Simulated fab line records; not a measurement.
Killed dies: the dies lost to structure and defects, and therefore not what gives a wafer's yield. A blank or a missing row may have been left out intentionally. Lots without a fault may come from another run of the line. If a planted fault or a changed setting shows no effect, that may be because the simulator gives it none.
Chamber matching | flow n5_finfet | 4 sister chambers for N5_BEOL_M8_STRIP_36 on rie_diel-03
The step strips in N2/H2. 4 wafers are shown with their chamber, then 10 later ones without.

== WAFERS PAIRED WITH THEIR CHAMBERS ==
wafer  | chamber | drypump_motor_current_A (A)
L080.6 | 2       | 5.72
L084.3 | 1       | 5.26
L088.1 | 0       | 5.09
L088.4 | 3       | 5.92

== WAFERS WITHOUT THEIR CHAMBER ==
wafer  | drypump_motor_current_A (A)
L088.5 | 5.91
L093.3 | 5.12
L093.5 | 5.92
L093.6 | 5.08
L095.1 | 5.10
L095.2 | 5.23
L095.4 | 5.91
L096.1 | 5.70
L096.5 | 5.23
L096.6 | 5.68

== CHAMBER TAKEN BY EACH ==
wafer  | from the rows above | in truth
L088.5 | 3                   | 3
L093.3 | 0                   | 0
L093.5 | 3                   | 3
L093.6 | 0                   | 0
L095.1 | 0                   | 0
L095.2 | 1                   | 1
L095.4 | 3                   | 3
L096.1 | 2                   | 2
L096.5 | 1                   | 1
L096.6 | 2                   | 2
Placed correctly: 10 of 10. Can't be placed from these rows: 0. Placed wrongly: 0.
How it was worked out, from the rows above alone: a wafer's distance from a chamber is the root of the sum, over the readings, of the square of ((its reading less the chamber's mean) divided by the reading's scatter). If the next closest chamber is less than 2 further off than the closest, the wafer can't be placed; otherwise it belongs to the closest. Each chamber's mean is taken over the wafers shown for it. The scatter: root of mean squared gap, hidden wafer to nearest shown wafer, with one shown wafer a chamber.
